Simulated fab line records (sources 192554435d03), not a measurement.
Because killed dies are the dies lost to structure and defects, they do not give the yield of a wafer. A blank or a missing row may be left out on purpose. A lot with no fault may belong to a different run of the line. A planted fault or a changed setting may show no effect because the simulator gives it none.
Split-lot trial | flow n5 finfet | on a route of 1938 steps: 7 lots, 21 wafers read

== ABOUT THE SPLIT ==
At N5_PASSIVATION_ETCH_54 (etches SiO2 in CHF3/O2, target depth 880 nm, time 440 s), the setting time s was moved away from the recipe's 440 s on 4 of the 21 wafers read, by -20.7% to +22.2%. All remaining wafers had this setting at the recipe value.

The split's own step is where the reading is taken.

== THE READING ==
PASSIVATION.feature depth nm (the simulator's own value, which no gauge read), in nm, at N5_PASSIVATION_ETCH_54 (etches SiO2 in CHF3/O2, target depth 880 nm, time 440 s). There is no usual value for it anywhere in the file. Here, 17 wafers ran the recipe; their average is 878.3 nm with a standard deviation of 13 nm.

wafer  | tool, chamber at the split | time s as run, s | against the recipe | PASSIVATION.feature depth nm, nm | against lot-mates on the recipe
L076.1 | rie diel-05, 3             | 440              | recipe             | 872.2                            | -
L076.5 | rie diel-05, 0             | 440              | recipe             | 871.2                            | -
L076.6 | rie diel-05, 3             | 348.9            | -20.7%             | 694                              | -177.7
L074.1 | rie diel-05, 1             | 534.8            | +21.5%             | 1108                             | +233.2
L074.5 | rie diel-05, 3             | 440              | recipe             | 875.2                            | -
L074.6 | rie diel-05, 2             | 440              | recipe             | 874.4                            | -
L084.1 | rie diel-04, 3             | 440              | recipe             | 870.6                            | -
L084.3 | rie diel-04, 1             | 440              | recipe             | 866.4                            | -
L084.6 | rie diel-04, 0             | 440              | recipe             | 862.2                            | -
L085.1 | rie diel-05, 1             | 440              | recipe             | 900.2                            | -
L085.5 | rie diel-05, 3             | 440              | recipe             | 891.2                            | -
L085.6 | rie diel-05, 1             | 440              | recipe             | 906                              | -
L087.1 | rie diel-04, 3             | 440              | recipe             | 875.4                            | -
L087.2 | rie diel-04, 2             | 537.9            | +22.2%             | 1079                             | +205.3
L087.3 | rie diel-04, 0             | 440              | recipe             | 872                              | -
L089.4 | rie diel-05, 2             | 440              | recipe             | 884.4                            | -
L089.5 | rie diel-05, 0             | 440              | recipe             | 863.2                            | -
L089.6 | rie diel-05, 1             | 440              | recipe             | 890                              | -
L094.2 | rie diel-02, 0             | 440              | recipe             | 865.4                            | -
L094.5 | rie diel-02, 2             | 405.8            | -7.8%              | 803.4                            | -74.9
L094.6 | rie diel-02, 1             | 440              | recipe             | 891.2                            | -

THE FIT
A straight line over all 21 wafers: PASSIVATION.feature depth nm changes by +9.52 nm for each +1% of time s; r = +0.99; the points scatter about the line by 14 nm.
The same after taking each lot's own level away (the mean of its wafers on the recipe; 21 wafers): +9.55 nm for each +1%; r = +0.99; scatter 10 nm.
According to that fit, moving time s by its largest amount changes the reading by 2.1e+02 nm.
Measured against the standard deviation above, the lots' own levels, which go from 866.40 to 899.13 nm, span 2.6 times it.
Consequently the slope shifts little with the lot-to-lot level, the two slopes agreeing.
Check: with one of the wafers moved furthest among these (+22.2%) left out of the fit, the line predicts +220 nm for it against its lot-mates. It came out at +205 nm against them.

== OTHER SPLITS ON THESE WAFERS ==
Before the reading, these wafers also passed through other splits. Each is held against what the fit with the lots' levels taken away leaves over:
other split on the same wafers    | wafers away from the commonest value | r with PASSIVATION.feature depth nm (lot level and that fit taken away)
N5_BEOL_M13_COAT_04 spin rpm      | 6                                    | +0.27
N5_BEOL_M15_CMP_49 down force psi | 6                                    | -0.07
N5_PASSIVATION_VIA_ETCH_13 bias w | 8                                    | -0.43
N5_PASSIVATION_PEB_42 peb time s  | as run: not given for these wafers   | -

== THE WHOLE CHAIN: every reading that the file lists as answering this split, in the file's order ==
step                   | what it does                                            | reading                                                                       | change (the file's fit)              | r (the file's)
N5_PASSIVATION_ETCH_54 | etches SiO2 in CHF3/O2, target depth 880 nm, time 440 s | etch.depth nm (the simulator's own value, which no gauge read)                | +9.57 nm for each +1% of the setting | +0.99
N5_PASSIVATION_ETCH_54 | etches SiO2 in CHF3/O2, target depth 880 nm, time 440 s | PASSIVATION.feature depth nm (the simulator's own value, which no gauge read) | +9.56 nm for each +1% of the setting | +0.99

== FILE'S OWN FIT ==
PASSIVATION.feature depth nm changes by +9.56 nm for each +1% of time s, r = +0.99.
